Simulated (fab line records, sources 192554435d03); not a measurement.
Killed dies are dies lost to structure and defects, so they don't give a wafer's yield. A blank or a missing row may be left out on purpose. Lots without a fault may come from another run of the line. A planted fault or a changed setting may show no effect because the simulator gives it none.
Which tool did it? | flow n5_finfet | 22 lots, 66 wafers sampled, at 4 steps of a route of 1938

WHAT THE GAUGES READ, wafer by wafer
N5_MOL_CONTACT_COAG_INSPECT_97: inspects for defects (darkfield). Usual: raw_defect_count 43, standard deviation 14.
lot  | measured     | on                | raw_defect_count | flag
L074 | day 5 09:51  | defect_inspect-02 | 31 34 46         |
L075 | day 5 21:32  | defect_inspect-02 | 26 43 36         |
L077 | day 6 04:53  | defect_inspect-02 | 40 29 43         |
L078 | day 6 12:33  | defect_inspect-02 | 36 27 26         |
L079 | day 6 15:33  | defect_inspect-01 | 50 40 36         |
L080 | day 6 21:05  | defect_inspect-02 | 41 16 29         |
L081 | day 7 05:34  | defect_inspect-02 | 40 48 29         |
L082 | day 7 09:56  | defect_inspect-02 | 48 65 52         |
L084 | day 7 21:16  | defect_inspect-01 | 69 80 49         |
L085 | day 8 07:31  | defect_inspect-02 | 43 46 35         |
L086 | day 8 14:37  | defect_inspect-01 | 53 44 46         |
L087 | day 8 17:37  | defect_inspect-02 | 45 47 40         |
L088 | day 9 01:06  | defect_inspect-02 | 36 28 32         |
L089 | day 9 04:46  | defect_inspect-01 | 53 57 70         |
L090 | day 9 08:17  | defect_inspect-02 | 33 33 29         |
L091 | day 9 17:07  | defect_inspect-01 | 40 34 27         |
L092 | day 9 20:08  | defect_inspect-02 | 28 35 52         |
L093 | day 10 05:09 | defect_inspect-01 | 38 33 38         |
L094 | day 10 08:09 | defect_inspect-02 | 46 29 47         |
L095 | day 10 18:46 | defect_inspect-01 | 28 53 32         |
L096 | day 10 21:51 | defect_inspect-01 | 47 30 54         |
L097 | day 11 09:17 | defect_inspect-02 | 42 52 60         |

WHICH TOOL RAN EACH LOT (tool, then ch and the chambers of the sampled wafers, then the start)
lot  | N5_MOL_CONTACT_COAG_DESCUM_88      | N5_MOL_CONTACT_COAG_ETCH_48        | N5_MOL_CONTACT_COAG_STRIP_49
L074 | rie_diel-02 ch 0,2, day 5 03:20    | rie_diel-01 ch 0,1,2, day 5 05:44  | plasma_asher-01 ch 0,1, day 5 05:52
L075 | rie_diel-01 ch 2,3, day 5 15:22    | rie_diel-02 ch 1,2, day 5 17:22    | plasma_asher-01 ch 0,1, day 5 17:31
L077 | rie_diel-02 ch 0,1,2, day 5 21:39  | rie_diel-01 ch 0,1,3, day 5 23:38  | plasma_asher-02 ch 0,1, day 5 23:46
L078 | rie_diel-06 ch 0,2,3, day 6 06:38  | rie_diel-02 ch 0,1,3, day 6 08:28  | plasma_asher-01 ch 0,1, day 6 08:37
L079 | rie_diel-06 ch 2,3, day 6 07:03    | rie_diel-06 ch 0,3, day 6 08:56    | plasma_asher-02 ch 0,1, day 6 09:04
L080 | rie_diel-01 ch 1,2, day 6 15:02    | rie_diel-02 ch 0,1,3, day 6 16:56  | plasma_asher-01 ch 0,1, day 6 17:06
L081 | rie_diel-06 ch 0,1,3, day 6 22:59  | rie_diel-01 ch 0,1,3, day 7 01:28  | plasma_asher-01 ch 0,1, day 7 01:36
L082 | rie_diel-02 ch 0,1,2, day 7 02:40  | rie_diel-02 ch 0,2,3, day 7 05:49  | plasma_asher-01 ch 0,1, day 7 05:58
L084 | rie_diel-06 ch 2,3, day 7 14:25    | rie_diel-06 ch 0,2,3, day 7 17:02  | plasma_asher-02 ch 0,1, day 7 17:10
L085 | rie_diel-02 ch 0,1,2, day 7 22:06  | rie_diel-02 ch 1,2,3, day 8 00:14  | plasma_asher-02 ch 0,1, day 8 00:23
L086 | rie_diel-02 ch 0,3, day 8 08:19    | rie_diel-06 ch 0,2,3, day 8 10:31  | plasma_asher-02 ch 0,1, day 8 10:40
L087 | rie_diel-06 ch 1,2, day 8 09:04    | rie_diel-06 ch 0,2,3, day 8 10:52  | plasma_asher-01 ch 0,1, day 8 11:00
L088 | rie_diel-06 ch 1,2, day 8 18:23    | rie_diel-01 ch 2,3, day 8 20:58    | plasma_asher-02 ch 0,1, day 8 21:10
L089 | rie_diel-02 ch 0,1, day 8 22:09    | rie_diel-01 ch 2,3, day 9 00:41    | plasma_asher-02 ch 0,1, day 9 00:49
L090 | rie_diel-01 ch 0,1, day 9 02:08    | rie_diel-01 ch 1,2,3, day 9 04:13  | plasma_asher-02 ch 0,1, day 9 04:20
L091 | rie_diel-06 ch 2,3, day 9 11:06    | rie_diel-02 ch 1,3, day 9 13:02    | plasma_asher-02 ch 0,1, day 9 13:10
L092 | rie_diel-06 ch 1,2, day 9 11:47    | rie_diel-06 ch 0,2,3, day 9 13:43  | plasma_asher-01 ch 0,1, day 9 13:51
L093 | rie_diel-01 ch 2,3, day 9 22:41    | rie_diel-01 ch 2,3, day 10 01:01   | plasma_asher-02 ch 0,1, day 10 01:09
L094 | rie_diel-02 ch 0,1,3, day 9 23:27  | rie_diel-01 ch 0,1,3, day 10 02:01 | plasma_asher-01 ch 0,1, day 10 02:09
L095 | rie_diel-06 ch 0,1,3, day 10 12:26 | rie_diel-02 ch 0,2,3, day 10 14:39 | plasma_asher-01 ch 0,1, day 10 14:48
L096 | rie_diel-01 ch 1,2,3, day 10 15:28 | rie_diel-06 ch 0,1,3, day 10 17:43 | plasma_asher-01 ch 0,1, day 10 17:52
L097 | rie_diel-02 ch 2,3, day 11 02:34   | rie_diel-02 ch 0,3, day 11 05:12   | plasma_asher-02 ch 0,1, day 11 05:20
- N5_MOL_CONTACT_COAG_DESCUM_88: chemistry O2, time 7 s.
- N5_MOL_CONTACT_COAG_ETCH_48: etches SiOC in C4F6/O2, target depth 15 nm, overetch 4.5 nm, time 17 s.
- N5_MOL_CONTACT_COAG_STRIP_49: strips in N2/H2, time 30 s.

WHAT THE TOOLS THEMSELVES READ (means of the sampled wafers that have a number; where no wafer has one, the mark that the record gives instead)
N5_MOL_CONTACT_COAG_DESCUM_88. Usual: drypump_motor_current_A 5.9 A, standard deviation 0.35; oes_product_au 0.84 a.u., standard deviation 0.095; rf_vpp_V 243.5 V, standard deviation 1.2; showerhead_plenum_p_Torr 2.12 Torr, standard deviation 0.062; throttle_valve_pct 20.47 %, standard deviation 0.24.
lot  | tool        | drypump_motor_current_A (A) | oes_product_au (a.u.) | rf_vpp_V (V) | showerhead_plenum_p_Torr (Torr) | throttle_valve_pct (%) | flag
L074 | rie_diel-02 | 6.1                         | 0.92                  | 244.7        | 2.14                            | 20.12                  |
L075 | rie_diel-01 | 5.5                         | 0.88                  | 245.8        | 2.22                            | 20.62                  |
L077 | rie_diel-02 | 5.9                         | 0.85                  | 243.1        | 2.15                            | 20.33                  |
L078 | rie_diel-06 | 5.8                         | 0.86                  | 241.8        | 2.06                            | 20.50                  |
L079 | rie_diel-06 | 5.5                         | 0.77                  | 242.6        | 2.06                            | 20.53                  |
L080 | rie_diel-01 | 6.0                         | 0.71                  | 244.1        | 2.14                            | 20.65                  |
L081 | rie_diel-06 | 6.0                         | 0.87                  | 243.4        | 2.09                            | 20.65                  |
L082 | rie_diel-02 | 5.9                         | 0.84                  | 244.2        | 2.14                            | 20.35                  |
L084 | rie_diel-06 | 5.5                         | 0.76                  | 242.9        | 2.06                            | 20.56                  |
L085 | rie_diel-02 | 5.9                         | 0.83                  | 244.3        | 2.14                            | 20.37                  |
L086 | rie_diel-02 | 5.7                         | 0.88                  | 243.9        | 2.15                            | 20.17                  |
L087 | rie_diel-06 | 6.0                         | 0.89                  | 243.4        | 2.08                            | 20.40                  |
L088 | rie_diel-06 | 6.0                         | 0.89                  | 242.8        | 2.08                            | 20.41                  |
L089 | rie_diel-02 | 5.7                         | 0.76                  | 244.2        | 2.15                            | 20.61                  |
L090 | rie_diel-01 | 6.0                         | 0.94                  | 243.1        | 2.12                            | 20.34                  |
L091 | rie_diel-06 | 5.6                         | 0.80                  | 242.5        | 2.04                            | 20.43                  |
L092 | rie_diel-06 | 6.3                         | 0.89                  | 242.0        | 2.11                            | 20.55                  |
L093 | rie_diel-01 | 5.7                         | 0.75                  | 244.4        | 2.19                            | 20.67                  |
L094 | rie_diel-02 | 5.7                         | 0.80                  | 243.7        | 2.15                            | 20.41                  |
L095 | rie_diel-06 | 6.0                         | 0.81                  | 242.0        | 2.08                            | 20.69                  |
L096 | rie_diel-01 | 5.8                         | 0.82                  | 244.1        | 2.15                            | 20.57                  |
L097 | rie_diel-02 | 5.7                         | 0.84                  | 243.2        | 2.14                            | 20.17                  |

N5_MOL_CONTACT_COAG_ETCH_48. Usual: drypump_motor_current_A 5.9 A, standard deviation 0.34; oes_ar_750_au 0.82 a.u., standard deviation 0.088; oes_o_777_au 0.83 a.u., standard deviation 0.091; oes_product_au 0.68 a.u., standard deviation 0.078; rf_vpp_V 1609 V, standard deviation 22; showerhead_plenum_p_Torr 2.89 Torr, standard deviation 0.075; throttle_valve_pct 40.7 %, standard deviation 0.33.
lot  | tool        | drypump_motor_current_A (A) | oes_ar_750_au (a.u.) | oes_o_777_au (a.u.) | oes_product_au (a.u.) | rf_vpp_V (V) | showerhead_plenum_p_Torr (Torr) | throttle_valve_pct (%) | flag
L074 | rie_diel-01 | 6.0                         | 0.78                 | 0.79                | 0.64                  | 1611         | 2.91                            | 40.5                   |
L075 | rie_diel-02 | 5.7                         | 0.79                 | 0.79                | 0.65                  | 1614         | 2.93                            | 40.5                   |
L077 | rie_diel-01 | 5.8                         | 0.84                 | 0.85                | 0.71                  | 1603         | 2.94                            | 40.6                   |
L078 | rie_diel-02 | 5.7                         | 0.86                 | 0.86                | 0.73                  | 1590         | 2.92                            | 40.5                   |
L079 | rie_diel-06 | 5.7                         | 0.79                 | 0.78                | 0.67                  | 1621         | 2.81                            | 41.2                   |
L080 | rie_diel-02 | 5.7                         | 0.85                 | 0.85                | 0.71                  | 1589         | 2.92                            | 40.5                   |
L081 | rie_diel-01 | 5.8                         | 0.83                 | 0.84                | 0.67                  | 1602         | 2.93                            | 40.7                   |
L082 | rie_diel-02 | 5.9                         | 0.88                 | 0.89                | 0.72                  | 1613         | 2.89                            | 40.3                   |
L084 | rie_diel-06 | 5.8                         | 0.84                 | 0.82                | 0.65                  | 1611         | 2.79                            | 41.1                   |
L085 | rie_diel-02 | 5.7                         | 0.83                 | 0.83                | 0.66                  | 1610         | 2.91                            | 40.5                   |
L086 | rie_diel-06 | 5.8                         | 0.83                 | 0.82                | 0.67                  | 1612         | 2.79                            | 41.1                   |
L087 | rie_diel-06 | 5.8                         | 0.82                 | 0.82                | 0.70                  | 1611         | 2.79                            | 41.1                   |
L088 | rie_diel-01 | 5.5                         | 0.82                 | 0.83                | 0.70                  | 1601         | 2.98                            | 40.9                   |
L089 | rie_diel-01 | 5.7                         | 0.76                 | 0.76                | 0.61                  | 1610         | 2.95                            | 40.8                   |
L090 | rie_diel-01 | 5.8                         | 0.84                 | 0.85                | 0.71                  | 1612         | 2.91                            | 40.7                   |
L091 | rie_diel-02 | 5.5                         | 0.76                 | 0.77                | 0.64                  | 1584         | 2.93                            | 40.6                   |
L092 | rie_diel-06 | 5.8                         | 0.81                 | 0.80                | 0.69                  | 1611         | 2.78                            | 41.1                   |
L093 | rie_diel-01 | 5.7                         | 0.75                 | 0.76                | 0.58                  | 1610         | 2.94                            | 40.8                   |
L094 | rie_diel-01 | 5.8                         | 0.88                 | 0.88                | 0.76                  | 1602         | 2.92                            | 40.6                   |
L095 | rie_diel-02 | 5.9                         | 0.85                 | 0.85                | 0.68                  | 1613         | 2.88                            | 40.4                   |
L096 | rie_diel-06 | 6.1                         | 0.80                 | 0.80                | 0.70                  | 1618         | 2.82                            | 41.0                   |
L097 | rie_diel-02 | 5.7                         | 0.83                 | 0.85                | 0.67                  | 1584         | 2.89                            | 40.4                   |

N5_MOL_CONTACT_COAG_STRIP_49. Usual: drypump_motor_current_A 5.6 A, standard deviation 0.47; heater_power_w 354 W, standard deviation 38.
lot  | tool            | drypump_motor_current_A (A) | heater_power_w (W) | flag
L074 | plasma_asher-01 | 5.3                         | 338                |
L075 | plasma_asher-01 | 5.7                         | 329                |
L077 | plasma_asher-02 | 5.8                         | 361                |
L078 | plasma_asher-01 | 5.3                         | 343                |
L079 | plasma_asher-02 | 5.8                         | 354                |
L080 | plasma_asher-01 | 5.7                         | 334                |
L081 | plasma_asher-01 | 5.3                         | 341                |
L082 | plasma_asher-01 | 5.3                         | 342                |
L084 | plasma_asher-02 | 5.6                         | 387                |
L085 | plasma_asher-02 | 5.6                         | 389                |
L086 | plasma_asher-02 | 5.8                         | 359                |
L087 | plasma_asher-01 | 5.6                         | 330                |
L088 | plasma_asher-02 | 5.6                         | 391                |
L089 | plasma_asher-02 | 5.6                         | 394                |
L090 | plasma_asher-02 | 5.6                         | 391                |
L091 | plasma_asher-02 | 5.8                         | 367                |
L092 | plasma_asher-01 | 5.3                         | 342                |
L093 | plasma_asher-02 | 5.8                         | 355                |
L094 | plasma_asher-01 | 5.3                         | 338                |
L095 | plasma_asher-01 | 5.3                         | 342                |
L096 | plasma_asher-01 | 5.3                         | 337                |
L097 | plasma_asher-02 | 5.6                         | 393                |

THE ANSWER, worked out from the rows above alone
Rule: a lot is off if the mean of its wafers that have a number lies more than 3 standard deviations from the usual mean. A lot without any number at a reading at which 4 lots or more have one is off too. The other lots that the step has rows for count as sound. The gauges are gone through in route order, then the tools' own readings, and for those a lot's mean is taken as printed above. The first step at which some lot is off is used, and at that step the reading that is off furthest; a lot without a number counts as furthest.
No lot is off at any reading shown: from this, nothing can be told.

WHAT THE SIMULATOR HAD PUT IN
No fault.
